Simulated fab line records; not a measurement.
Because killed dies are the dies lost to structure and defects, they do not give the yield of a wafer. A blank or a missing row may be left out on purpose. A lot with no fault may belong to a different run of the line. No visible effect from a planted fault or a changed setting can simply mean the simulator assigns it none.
fab line records	flow n5_finfet
record: lots: 7	wafers: 21
route steps=1938 shown BEOL_M13@1685 BEOL_M14@1716 BEOL_M15@1773
start_h: hours from the record's opening day to when the first of the lot's shown wafers began	wait_h: hours elapsed since this lot's preceding step	" the same as in the row above	L1.1+2: a row that stands for several wafers	- no value, or no start was given	* or withheld: withheld	< > ~ a bound
route shown NAME@n: names a module that has steps shown in the file, with the first one's number in the route	usual: mean/standard deviation of fault-free wafers	same: alike in all rows	chamber/n: place in a boat	sites: per-site readings	_std_site: standard deviation across them	_edge_site: mean of outer sites minus mean of inner sites	radius_mm: how far each site lies from the wafer's centre	mask NAME#n: copy n	behind: the tool/chamber that last shaped the wafer	hold: what put the lot on hold/how long, in hours/how the hold closed	device: transistor that didn't switch, given as n, p or np	end of line: the route-end tests of the same wafers	a step with no rows: only its recipe	killed: the dies lost at the first sort to structure and to defects; this is not the yield of the wafer	map: the dies of a wafer, with x for killed, . for not killed, _ for no die there
set.NAME: setting as actually run; set.NAME@STEP: the setting as run at that earlier step	model.NAME: the simulator's own value behind a step, which no gauge read
lots with deliberately changed settings; one table per step, one row per wafer
== steps ==
step: N5_BEOL_M13_EXPOSE_25
recipe: mask_id: M13	na: 0.93	source_shape: conventional	sigma_outer: 0.4	polarization: unpolarized	target_cd_nm: 210	dose_mj: 22
lot.wafer	tool	chamber	start_h	wait_h	mask	set.dose_mj
L075.4	krf_scanner-02	0	259.18	-	M13#0	23.35
L075.5+6	"	0	"	"	M13#0	22
L079.2+4	krf_scanner-01	0	276.44	-	M13#0	22
L079.3	"	0	"	"	M13#0	21.32
L082.1	krf_scanner-02	0	301.60	-	M13#0	20.62
L082.3+4	"	0	"	"	M13#0	22
L083.3+6	krf_scanner-01	0	302.09	-	M13#0	22
L083.5	"	0	"	"	M13#0	20.72
L086.1+3+5	krf_scanner-02	0	316.75	-	M13#0	22
L092.1+4	krf_scanner-02	0	359.42	-	M13#0	22
L092.3	"	0	"	"	M13#0	23.29
L094.1+4+6	krf_scanner-02	0	361.08	-	M13#0	22
step: N5_BEOL_M13_PEB_26
recipe: peb_temp_c: 130	peb_time_s: 90
step: N5_BEOL_M13_DEVELOP_27
recipe: develop_time_s: 45	rinse_liquid: diw	dry: air_spin	dev_temp_c: 21
step: N5_BEOL_M13_HARDBAKE_32
recipe: temp_c: 130	time_s: 120
step: N5_BEOL_M13_CD_MEAS_28
recipe: target_cd_nm: 209.5	landing_energy_ev: 500	detector: se_inlens
usual: cd_nm: 209.8/0.9
lot.wafer	tool	chamber	start_h	wait_h	set.dose_mj@BEOL_M13_EXPOSE_25	cd_nm
L075.4	cd_sem-02	0	259.33	-	23.35	214.5
L075.5	"	0	"	"	22	208.8
L075.6	"	0	"	"	22	207.9
L079.2	cd_sem-02	0	276.61	-	22	209.1
L079.3	"	0	"	"	21.32	206.3
L079.4	"	0	"	"	22	209.9
L082.1	cd_sem-01	0	301.77	-	20.62	204.3
L082.3	"	0	"	"	22	209.7
L082.4	"	0	"	"	22	209.7
L083.3	cd_sem-02	0	302.26	-	22	209.9
L083.5	"	0	"	"	20.72	202.1
L083.6	"	0	"	"	22	208.4
L086.1	cd_sem-03	0	316.92	-	22	210.5
L086.3	"	0	"	"	22	211.1
L086.5	"	0	"	"	22	210.4
L092.1	cd_sem-03	0	359.60	-	22	210.3
L092.3	"	0	"	"	23.29	216.4
L092.4	"	0	"	"	22	210.4
L094.1	cd_sem-03	0	361.25	-	22	210.6
L094.4	"	0	"	"	22	211.4
L094.6	"	0	"	"	22	210.6
step: N5_BEOL_M13_DESCUM_33
recipe: chemistry: O2	time_s: 7.9	source_power_w: 50	bias_power_w: 20	pressure_mtorr: 20	rf_frequency_hz: 2.712e+07	temp_c: 40	o2_flow_sccm: 225
lot.wafer	tool	chamber	start_h	wait_h	set.dose_mj@BEOL_M13_EXPOSE_25	model.BEOL_M13.cd_nm
L075.4	rie_diel-02	1	259.42	0.0	23.35	214.4
L075.5	"	2	"	"	22	208.8
L075.6	"	1	"	"	22	208.2
L079.2	rie_diel-02	2	276.70	0.0	22	209.2
L079.3	"	1	"	"	21.32	206.2
L079.4	"	0	"	"	22	209.8
L082.1	rie_diel-05	1	301.94	0.1	20.62	204
L082.3	"	2	"	"	22	210
L082.4	"	0	"	"	22	209.2
L083.3	rie_diel-02	2	302.34	0.0	22	209.6
L083.5	"	2	"	"	20.72	201.6
L083.6	"	1	"	"	22	208.4
L086.1	rie_diel-02	2	318.94	2.0	22	210.4
L086.3	"	1	"	"	22	210.8
L086.5	"	3	"	"	22	210.2
L092.1	rie_diel-05	3	359.98	0.3	22	210.4
L092.3	"	2	"	"	23.29	216.2
L092.4	"	0	"	"	22	210.6
L094.1	rie_diel-02	1	361.34	0.0	22	210.8
L094.4	"	0	"	"	22	211.2
L094.6	"	1	"	"	22	210.4
step: N5_BEOL_M13_ETCH_67
recipe: chemistry: CF4	target: SiARC	target_depth_a: 1430	time_s: 238.3	ion_energy_ev: 80	pressure_mtorr: 40	source_w: 545	bias_w: 36	Ar_flow_sccm: 100	cf4_flow_sccm: 100	ends: cleared
step: N5_BEOL_M13_ETCH_68
recipe: chemistry: N2/H2	target: SOC	mask_material: SiARC	source_w: 3000	bias_w: 350	temp_c: 40	time_s: 355	ion_energy_ev: 200	pressure_mtorr: 30	n2_flow_sccm: 200	h2_flow_sccm: 200
lot.wafer	tool	chamber	start_h	wait_h	set.dose_mj@BEOL_M13_EXPOSE_25	model.BEOL_M13.cd_nm
L075.4	rie_diel-02	1	259.60	0.1	23.35	214.2
L075.5	"	2	"	"	22	209
L075.6	"	1	"	"	22	207.4
L079.2	rie_diel-02	2	276.88	0.1	22	209.4
L079.3	"	1	"	"	21.32	207.2
L079.4	"	0	"	"	22	210.4
L082.1	rie_diel-05	1	302.12	0.1	20.62	204.2
L082.3	"	2	"	"	22	209.8
L082.4	"	0	"	"	22	212
L083.3	rie_diel-02	2	302.53	0.1	22	209.2
L083.5	"	2	"	"	20.72	200.6
L083.6	"	1	"	"	22	207.8
L086.1+5	rie_diel-02	2,3	319.12	0.1	22	210
L086.3	"	1	"	"	22	211.2
L092.1	rie_diel-05	3	360.16	0.1	22	209.6
L092.3	"	2	"	"	23.29	216
L092.4	"	0	"	"	22	210.4
L094.1+4	rie_diel-02	1,0	361.52	0.1	22	212.4
L094.6	"	1	"	"	22	212
step: N5_BEOL_M14_ILD_DEP_00
recipe: material: SiO2	target_thk_a: 11193	temp_c: 400	precursor: TEOS/O2	pressure_torr: 6.5	rf_w: 900	teos_flow_sccm: 161.4	gas: O2	flow_sccm: 2650	time_s: 237.4
lot.wafer	tool	chamber	start_h	wait_h	set.time_s	model.SiO2_of_BEOL_M14_ILD_DEP_00.thk_nm
L075.4	pecvd-01	2	262.24	0.1	237.4	1136
L075.5	"	0	"	"	220.5	1055
L075.6	"	1	"	"	237.4	1132
L079.2	pecvd-01	2	283.35	0.0	251.6	1180
L079.3	"	1	"	"	237.4	1115
L079.4	"	2	"	"	251.6	1192
L082.1	pecvd-01	2	304.63	0.0	257.9	1208
L082.3	"	0	"	"	257.9	1222
L082.4	"	2	"	"	237.4	1133
L083.3	pecvd-04	0	304.90	0.0	237.4	1099
L083.5	"	0	"	"	237.4	1116
L083.6	"	1	"	"	228.4	1081
L086.1	pecvd-04	0	324.14	0.0	237.4	1087
L086.3	"	2	"	"	237.4	1097
L086.5	"	0	"	"	237.4	1092
L092.1	pecvd-01	1	365.12	0.0	215	999.2
L092.3	"	2	"	"	237.4	1115
L092.4	"	2	"	"	237.4	1130
L094.1	pecvd-01	2	365.64	0.0	237.4	1108
L094.4	"	2	"	"	237.4	1113
L094.6	"	1	"	"	237.4	1119
step: N5_BEOL_M14_THK_MEAS_01
recipe: reads: SiO2_of_BEOL_M14_ILD_DEP_00
usual: M14_ILD_THK: 1114/15
lot.wafer	tool	chamber	start_h	wait_h	set.time_s@BEOL_M14_ILD_DEP_00	M14_ILD_THK[nm]
L075.4	film_metro-01	-	262.35	0.0	237.4	1136
L075.5	"	-	"	"	220.5	1055
L075.6	"	-	"	"	237.4	1132
L079.2	film_metro-01	-	283.54	0.1	251.6	1181
L079.3	"	-	"	"	237.4	1115
L079.4	"	-	"	"	251.6	1191
L082.1	film_metro-02	-	304.82	0.1	257.9	1208
L082.3	"	-	"	"	257.9	1222
L082.4	"	-	"	"	237.4	1133
L083.3	film_metro-01	-	305.09	0.1	237.4	1099
L083.5	"	-	"	"	237.4	1114
L083.6	"	-	"	"	228.4	1081
L086.1	film_metro-01	-	324.33	0.1	237.4	1087
L086.3	"	-	"	"	237.4	1097
L086.5	"	-	"	"	237.4	1092
L092.1	film_metro-01	-	365.31	0.1	215	999
L092.3	"	-	"	"	237.4	1114
L092.4	"	-	"	"	237.4	1130
L094.1	film_metro-01	-	365.83	0.1	237.4	1108
L094.4	"	-	"	"	237.4	1113
L094.6	"	-	"	"	237.4	1120
step: N5_BEOL_M14_EXPOSE_07
recipe: mask_id: V13	na: 0.8	source_shape: annular	sigma_inner: 0.5	sigma_outer: 0.8	polarization: unpolarized	attpsm_phase_deg: 180	dose_mj: 57
lot.wafer	tool	chamber	start_h	wait_h	mask	set.dose_mj
L075.4+5+6	krf_scanner-01	0	262.50	-	V13#0	57
L079.2+3+4	krf_scanner-02	0	283.68	-	V13#0	57
L082.1+3+4	krf_scanner-02	0	305.07	-	V13#0	57
L083.3+5+6	krf_scanner-02	0	305.23	-	V13#0	57
L086.1+3+5	krf_scanner-02	0	324.46	-	V13#0	57
L092.1	krf_scanner-02	0	365.57	-	V13#0	54.64
L092.3+4	"	0	"	"	V13#0	57
L094.1+4	krf_scanner-01	0	366.09	-	V13#0	57
L094.6	"	0	"	"	V13#0	54.85
step: N5_BEOL_M14_PEB_08
recipe: peb_temp_c: 130	peb_time_s: 90
step: N5_BEOL_M14_DEVELOP_09
recipe: develop_time_s: 45	rinse_liquid: diw	dry: air_spin	dev_temp_c: 21
step: N5_BEOL_M14_HARDBAKE_14
recipe: temp_c: 130	time_s: 120
step: N5_BEOL_M14_CD_MEAS_10
recipe: target_cd_nm: 250	landing_energy_ev: 500	detector: se_inlens	polarity: opening
usual: cd_nm: 250.0/1.4
lot.wafer	tool	chamber	start_h	wait_h	set.dose_mj@BEOL_M14_EXPOSE_07	cd_nm
L075.4	cd_sem-01	0	262.66	-	57	249.4
L075.5	"	0	"	"	57	250.8
L075.6	"	0	"	"	57	249.2
L079.2	cd_sem-01	0	283.85	-	57	249.4
L079.3	"	0	"	"	57	250.6
L079.4	"	0	"	"	57	251.0
L082.1	cd_sem-03	0	305.25	-	57	250.4
L082.3	"	0	"	"	57	249.1
L082.4	"	0	"	"	57	250.5
L083.3	cd_sem-03	0	305.40	-	57	249.7
L083.5	"	0	"	"	57	249.7
L083.6	"	0	"	"	57	250.4
L086.1	cd_sem-02	0	324.63	-	57	249.9
L086.3	"	0	"	"	57	250.1
L086.5	"	0	"	"	57	250.1
L092.1	cd_sem-02	0	365.74	-	54.64	244.1
L092.3	"	0	"	"	57	251.5
L092.4	"	0	"	"	57	250.2
L094.1	cd_sem-03	0	366.26	-	57	250.4
L094.4	"	0	"	"	57	250.2
L094.6	"	0	"	"	54.85	244.1
step: N5_BEOL_M14_DESCUM_15
recipe: chemistry: O2	time_s: 7.9	source_power_w: 50	bias_power_w: 20	pressure_mtorr: 20	rf_frequency_hz: 2.712e+07	temp_c: 40	o2_flow_sccm: 225
step: N5_BEOL_M14_ETCH_59
recipe: chemistry: N2/H2	target: BARC	target_depth_a: 890	overetch_a: 267	time_s: 67.9	ion_energy_ev: 200	pressure_mtorr: 30	source_w: 840	bias_w: 150	n2_flow_sccm: 200	h2_flow_sccm: 200
step: N5_BEOL_M14_VIA_ETCH_16
recipe: chemistry: C4F8/O2/Ar	target: SiO2	he_inner_torr: 15	he_outer_torr: 30	target_depth_a: 12313	time_s: withheld	ion_energy_ev: 800	pressure_mtorr: 20	source_w: 1905	bias_w: 2040	Ar_flow_sccm: 400	C4F8_flow_sccm: 16	O2_flow_sccm: 12	ends: cleared
lot.wafer	tool	chamber	start_h	wait_h	set.time_s@BEOL_M14_ILD_DEP_00	model.etch.depth_nm	model.coat_of_BEOL_M14_COAT_04.thk_nm
L075.4	rie_diel-01	2	262.83	0.0	*	1136	452
L075.5	"	3	"	"	*	1055	470.4
L075.6	"	2	"	"	*	1132	452.8
L079.2	rie_diel-01	0	284.02	0.0	*	1180	443.8
L079.3	"	1	"	"	*	1115	458.4
L079.4	"	3	"	"	*	1192	437
L082.1	rie_diel-04	1	305.71	0.0	*	1208	437.8
L082.3	"	3	"	"	*	1222	428.8
L082.4	"	0	"	"	*	1133	452
L083.3	rie_diel-04	1	306.06	0.0	*	1099	461.8
L083.5	"	0	"	"	*	1116	454.4
L083.6	"	1	"	"	*	1081	463
L086.1	rie_diel-04	2	325.00	0.0	*	1087	467.2
L086.3	"	1	"	"	*	1097	464.4
L086.5	"	2	"	"	*	1092	464.2
L092.1	rie_diel-03	3	365.94	0.0	*	999.2	484.6
L092.3	"	1	"	"	*	1115	456.8
L092.4	"	0	"	"	*	1130	452.4
L094.1	rie_diel-04	3	366.93	0.0	*	1108	457.2
L094.4	"	3	"	"	*	1113	457
L094.6	"	0	"	"	*	1119	457.6
step: N5_BEOL_M14_STRIP_63
recipe: chemistry: O2	power_w: 600	temp_c: 60	pressure_mtorr: 30	rf_frequency_hz: 6e+07	bias_power_w: 0	overash_fraction: 0.3	o2_flow_sccm: 225
step: N5_BEOL_M14_STRIP_64
recipe: chemistry: O2	power_w: 600	temp_c: 60	pressure_mtorr: 30	rf_frequency_hz: 6e+07	bias_power_w: 0	overash_fraction: 0.3	o2_flow_sccm: 225
step: N5_BEOL_M14_STRIP_71
recipe: chemistry: post_etch_residue_remover	time_s: 60	temp_c: 25	remover_ph: withheld	remover_water_wt_pct: withheld	remover_fluoride_wt_pct: withheld
step: N5_BEOL_M14_SRD_72
recipe: time_s: 30	temp_c: 23	rinse_liquid: diw	dry: n2_spin	spin_rpm: 1500	dry_time_s: 30
step: N5_BEOL_M14_CD_MEAS_17
recipe: target_cd_nm: 250	polarity: opening
usual: cd_nm: 250.5/1.6
lot.wafer	tool	chamber	start_h	wait_h	set.dose_mj@BEOL_M14_EXPOSE_07	cd_nm
L075.4	cd_sem-02	-	263.19	0.0	57	249.0
L075.5	"	-	"	"	57	251.4
L075.6	"	-	"	"	57	250.1
L079.2	cd_sem-03	-	284.38	0.0	57	249.9
L079.3	"	-	"	"	57	251.0
L079.4	"	-	"	"	57	252.8
L082.1	cd_sem-02	-	306.06	0.0	57	252.1
L082.3	"	-	"	"	57	250.2
L082.4	"	-	"	"	57	251.1
L083.3	cd_sem-02	-	306.41	0.0	57	251.3
L083.5	"	-	"	"	57	250.3
L083.6	"	-	"	"	57	250.8
L086.1	cd_sem-03	-	325.39	0.0	57	251.5
L086.3	"	-	"	"	57	250.8
L086.5	"	-	"	"	57	249.9
L092.1	cd_sem-01	-	366.28	0.0	54.64	242.7
L092.3	"	-	"	"	57	252.9
L092.4	"	-	"	"	57	251.7
L094.1	cd_sem-03	-	367.27	0.0	57	250.7
L094.4	"	-	"	"	57	251.4
L094.6	"	-	"	"	54.85	244.5
step: N5_BEOL_M14_SPUTTER_43
recipe: material: TaN	target_thk_a: 150	temp_c: 50	bias_v: 168.6	power_w: 15000	chamber_pressure_pa: 0.12	time_s: 24.19
lot.wafer	tool	chamber	start_h	wait_h	set.power_w	model.TaN_of_BEOL_M14_SPUTTER_43.thk_nm
L075.4	pvd_sputter-01	-	265.66	0.0	12390	12.2
L075.5	"	-	"	"	12390	12.4
L075.6	"	-	"	"	15000	14.8
L079.2	pvd_sputter-03	-	286.15	0.0	15000	15.4
L079.3	"	-	"	"	15000	15.2
L079.4	"	-	"	"	15000	15
L082.1	pvd_sputter-03	-	311.17	0.0	15000	14.8
L082.3	"	-	"	"	15710	15.8
L082.4	"	-	"	"	15000	15
L083.3+6	pvd_sputter-03	-	312.59	0.0	15000	15.2
L083.5	"	-	"	"	15000	15.4
L086.1	pvd_sputter-03	-	328.32	0.0	15000	15
L086.3+5	"	-	"	"	15000	14.8
L092.1	pvd_sputter-02	-	369.56	0.0	15000	14.8
L092.3	"	-	"	"	15000	15
L092.4	"	-	"	"	16460	16.4
L094.1	pvd_sputter-01	-	370.08	0.0	16410	16
L094.4	"	-	"	"	16410	16.2
L094.6	"	-	"	"	15000	14.8
step: N5_BEOL_M15_ILD_DEP_00
recipe: material: SiO2	target_thk_a: 16293	temp_c: 400	precursor: TEOS/O2	pressure_torr: 6.5	rf_w: 900	teos_flow_sccm: 161.4	gas: O2	flow_sccm: 2650	time_s: 346.1
lot.wafer	tool	chamber	start_h	wait_h	set.time_s	model.SiO2_of_BEOL_M15_ILD_DEP_00.thk_nm
L075.4	pecvd-04	1	267.26	0.1	384	1813
L075.5	"	2	"	"	346.1	1626
L075.6	"	0	"	"	346.1	1598
L079.2	pecvd-03	2	287.40	0.0	346.1	1613
L079.3	"	1	"	"	346.1	1639
L079.4	"	0	"	"	346.1	1661
L082.1	pecvd-02	1	312.49	0.0	366.4	1731
L082.3	"	0	"	"	346.1	1654
L082.4	"	1	"	"	366.4	1736
L083.3+6	pecvd-02	1,2	313.84	0.0	346.1	1596
L083.5	"	0	"	"	369.1	1724
L086.1	pecvd-04	1	329.88	0.0	346.1	1579
L086.3	"	2	"	"	346.1	1589
L086.5	"	0	"	"	346.1	1610
L092.1	pecvd-02	1	370.82	0.0	360.1	1655
L092.3	"	2	"	"	346.1	1606
L092.4	"	0	"	"	346.1	1663
L094.1	pecvd-02	2	371.47	0.0	366.8	1674
L094.4	"	0	"	"	346.1	1656
L094.6	"	1	"	"	346.1	1629
step: N5_BEOL_M15_THK_MEAS_01
recipe: reads: SiO2_of_BEOL_M15_ILD_DEP_00
usual: M15_ILD_THK: 1629/26
lot.wafer	tool	chamber	start_h	wait_h	set.time_s@BEOL_M15_ILD_DEP_00	M15_ILD_THK[nm]
L075.4	film_metro-02	-	267.40	0.0	384	1813
L075.5	"	-	"	"	346.1	1626
L075.6	"	-	"	"	346.1	1597
L079.2	film_metro-02	-	287.65	0.1	346.1	1614
L079.3	"	-	"	"	346.1	1640
L079.4	"	-	"	"	346.1	1660
L082.1	film_metro-01	-	312.85	0.2	366.4	1733
L082.3	"	-	"	"	346.1	1653
L082.4	"	-	"	"	366.4	1736
L083.3	film_metro-01	-	314.09	0.1	346.1	1597
L083.5	"	-	"	"	369.1	1723
L083.6	"	-	"	"	346.1	1596
L086.1	film_metro-01	-	330.13	0.1	346.1	1579
L086.3	"	-	"	"	346.1	1589
L086.5	"	-	"	"	346.1	1611
L092.1	film_metro-01	-	371.06	0.1	360.1	1656
L092.3	"	-	"	"	346.1	1607
L092.4	"	-	"	"	346.1	1663
L094.1	film_metro-02	-	371.72	0.1	366.8	1675
L094.4	"	-	"	"	346.1	1656
L094.6	"	-	"	"	346.1	1629
step: N5_BEOL_M15_COAT_58
recipe: resist: BARC	temp_c: 205	time_s: 60	spin_rpm: 1500	resist_thk_nm: 89
step: N5_BEOL_M15_COAT_04
recipe: spin_rpm: 1704	resist_thk_nm: 800
step: N5_BEOL_M15_DESCUM_15
recipe: chemistry: O2	time_s: 7.9	source_power_w: 50	bias_power_w: 20	pressure_mtorr: 20	rf_frequency_hz: 2.712e+07	temp_c: 40	o2_flow_sccm: 225
step: N5_BEOL_M15_ETCH_59
recipe: chemistry: N2/H2	target: BARC	target_depth_a: 890	overetch_a: 267	time_s: 67.9	ion_energy_ev: 200	pressure_mtorr: 30	source_w: 840	bias_w: 150	n2_flow_sccm: 200	h2_flow_sccm: 200
step: N5_BEOL_M15_VIA_ETCH_16
recipe: chemistry: C4F8/O2/Ar	target: SiO2	he_inner_torr: 15	he_outer_torr: 30	target_depth_a: 17922	time_s: withheld	ion_energy_ev: 800	pressure_mtorr: 20	source_w: 1905	bias_w: 2040	Ar_flow_sccm: 400	C4F8_flow_sccm: 16	O2_flow_sccm: 12	ends: cleared
lot.wafer	tool	chamber	start_h	wait_h	set.time_s@BEOL_M15_ILD_DEP_00	model.etch.depth_nm	model.coat_of_BEOL_M15_COAT_04.thk_nm
L075.4	rie_diel-05	3	267.88	0.0	*	1813	281.2
L075.5	"	3	"	"	*	1626	332.4
L075.6	"	2	"	"	*	1598	339.4
L079.2	rie_diel-06	1	288.13	0.0	*	1613	340.6
L079.3	"	3	"	"	*	1639	323.4
L079.4	"	0	"	"	*	1661	327.4
L082.1	rie_diel-02	2	314.07	0.0	*	1731	308.8
L082.3	"	1	"	"	*	1654	329
L082.4	"	0	"	"	*	1736	309.4
L083.3	rie_diel-02	3	315.70	0.0	*	1596	331.2
L083.5	"	0	"	"	*	1724	314.2
L083.6	"	3	"	"	*	1596	335.2
L086.1	rie_diel-02	0	330.62	0.0	*	1579	342.4
L086.3	"	3	"	"	*	1589	331.2
L086.5	"	1	"	"	*	1610	335
L092.1	rie_diel-06	1	371.69	0.0	*	1655	330.4
L092.3	"	2	"	"	*	1606	337.6
L092.4	"	0	"	"	*	1663	327
L094.1	rie_diel-02	0	372.86	0.0	*	1674	327.2
L094.4	"	1	"	"	*	1656	332
L094.6	"	1	"	"	*	1629	338.4
== key ==
split: step: N5_BEOL_M13_EXPOSE_25	setting: dose_mj	stated: 22	by: wafer
response: step: N5_BEOL_M13_CD_MEAS_28	reading: cd_nm	change: +1.02	per: 1%	r: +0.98
response: step: N5_BEOL_M13_DESCUM_33	reading: model.BEOL_M13.cd_nm	change: +1.02	per: 1%	r: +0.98
response: step: N5_BEOL_M13_ETCH_68	reading: model.BEOL_M13.cd_nm	change: +1.09	per: 1%	r: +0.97
split: step: N5_BEOL_M14_ILD_DEP_00	setting: time_s	stated: 237.4	by: wafer
response: step: N5_BEOL_M14_ILD_DEP_00	reading: model.SiO2_of_BEOL_M14_ILD_DEP_00.thk_nm	change: +11.2	per: 1%	r: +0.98
response: step: N5_BEOL_M14_THK_MEAS_01	reading: M14_ILD_THK	change: +11.2	per: 1%	r: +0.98
response: step: N5_BEOL_M14_VIA_ETCH_16	reading: model.etch.depth_nm	change: +11.2	per: 1%	r: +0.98
response: step: N5_BEOL_M14_VIA_ETCH_16	reading: model.coat_of_BEOL_M14_COAT_04.thk_nm	change: -2.64	per: 1%	r: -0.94
split: step: N5_BEOL_M14_EXPOSE_07	setting: dose_mj	stated: 57	by: wafer
response: step: N5_BEOL_M14_CD_MEAS_10	reading: cd_nm	change: +1.64	per: 1%	r: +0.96
response: step: N5_BEOL_M14_CD_MEAS_17	reading: cd_nm	change: +2.05	per: 1%	r: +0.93
split: step: N5_BEOL_M14_SPUTTER_43	setting: power_w	stated: 15000	by: wafer
response: step: N5_BEOL_M14_SPUTTER_43	reading: model.TaN_of_BEOL_M14_SPUTTER_43.thk_nm	change: +0.147	per: 1%	r: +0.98
split: step: N5_BEOL_M15_ILD_DEP_00	setting: time_s	stated: 346.1	by: wafer
response: step: N5_BEOL_M15_ILD_DEP_00	reading: model.SiO2_of_BEOL_M15_ILD_DEP_00.thk_nm	change: +15.1	per: 1%	r: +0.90
response: step: N5_BEOL_M15_THK_MEAS_01	reading: M15_ILD_THK	change: +15.2	per: 1%	r: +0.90
response: step: N5_BEOL_M15_VIA_ETCH_16	reading: model.etch.depth_nm	change: +15.1	per: 1%	r: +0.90
response: step: N5_BEOL_M15_VIA_ETCH_16	reading: model.coat_of_BEOL_M15_COAT_04.thk_nm	change: -3.58	per: 1%	r: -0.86
